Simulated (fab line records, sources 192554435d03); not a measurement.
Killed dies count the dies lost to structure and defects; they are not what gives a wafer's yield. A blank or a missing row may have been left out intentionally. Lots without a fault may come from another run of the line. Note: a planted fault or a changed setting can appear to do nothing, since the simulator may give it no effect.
Split-lot experiment -- flow n5-finfet -- 21 wafers read from 7 lots, route of 1938 steps

## THE SPLIT ITSELF
At N5_BEOL_M0_SAQP_PEB_12 (peb time 60 s), the setting peb-time-s was moved away from the recipe's 60 s on 7 of the 21 wafers read, by -12.0% to +15.0%. For the rest of the wafers, this setting stayed at what the recipe calls for.

## FROM THE SPLIT TO THE READING: what the file shows between them, 1 step
- N5_BEOL_M0_SAQP_DEVELOP_13: develop time 30 s

## THE READING
cd-nm (nm) at N5_BEOL_M0_SAQP_CD_MEAS_14, where the cd target is 42.5 nm. Typical for fault-free wafers on this fab line: 42.5 nm, with standard deviation 0.41 nm.

wafer,"tool, chamber at the split","peb-time-s as run, s",against the recipe,"cd-nm, nm",against lot-mates on the recipe
L076.1,"litho-track-02, 0",60,recipe,42.3,-
L076.2,"litho-track-02, 0",60,recipe,41.9,-
L076.5,"litho-track-02, 0",60,recipe,42.4,-
L077.3,"litho-track-01, 0",60,recipe,42.5,-
L077.4,"litho-track-01, 0",53.28,-11.2%,44.1,+1.6
L077.6,"litho-track-01, 0",60,recipe,42.5,-
L082.2,"litho-track-02, 0",52.82,-12.0%,44.8,+2.2
L082.4,"litho-track-02, 0",60,recipe,42.6,-
L082.5,"litho-track-02, 0",52.82,-12.0%,44.9,+2.3
L084.1,"litho-track-02, 0",66.85,+11.4%,40.5,-1.2
L084.3,"litho-track-02, 0",60,recipe,41.7,-
L084.4,"litho-track-02, 0",66.85,+11.4%,40.5,-1.2
L085.1,"litho-track-01, 0",69,+15.0%,40.2,-2.4
L085.4,"litho-track-01, 0",60,recipe,42.6,-
L085.5,"litho-track-01, 0",69,+15.0%,39.6,-3.0
L096.2,"litho-track-01, 0",60,recipe,43.0,-
L096.5,"litho-track-01, 0",60,recipe,42.9,-
L096.6,"litho-track-01, 0",60,recipe,43.0,-
L097.1,"litho-track-02, 0",60,recipe,42.4,-
L097.3,"litho-track-02, 0",60,recipe,41.6,-
L097.4,"litho-track-02, 0",60,recipe,42.5,-

FIT RESULTS
A straight line over all 21 wafers: cd-nm changes by -0.176 nm for each +1% of peb-time-s; r = -0.96; the points scatter about the line by 0.39 nm.
The same after taking each lot's own level away (the mean of its wafers on the recipe; 21 wafers): -0.161 nm for each +1%; r = -0.97; scatter 0.32 nm.
On that fit, the largest move of peb-time-s shifts the reading by 2.4 nm.
From 41.70 to 42.97 nm: that is the span of the lots' own levels, equal to 3.1 times the standard deviation above.
The two slopes are in agreement: the lot-to-lot level therefore moves the slope only a little.
Check: with one of the wafers moved furthest among these (+15.0%) left out of the fit, the line predicts -2.36 nm for it against its lot-mates. It came out at -2.4 nm against them.

## THESE WAFERS: OTHER SPLITS
Other splits were also applied to these wafers ahead of the reading. Each is held against what the fit with the lots' levels taken away leaves over:
other split on the same wafers,wafers away from the commonest value,r with cd-nm (lot level and that fit taken away)
N5_GATE_CUT_EXPOSE_10 dose-mj,8,+0.03
N5_GATE_CUT_ETCH_36 cf4-flow-sccm,10,-0.29
N5_MOL_CONTACT_COAG_VIA_ETCH_46 bias-w,6,-0.11
N5_MOL_CONTACT_COAG_COAT_64 spin-rpm,9,-0.07
N5_BEOL_M0_SAQP_PECVD_96 time-s,9,+0.43

## THE FILE'S OWN FIT
cd-nm changes by -0.161 nm for each +1% of peb-time-s, r = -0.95.
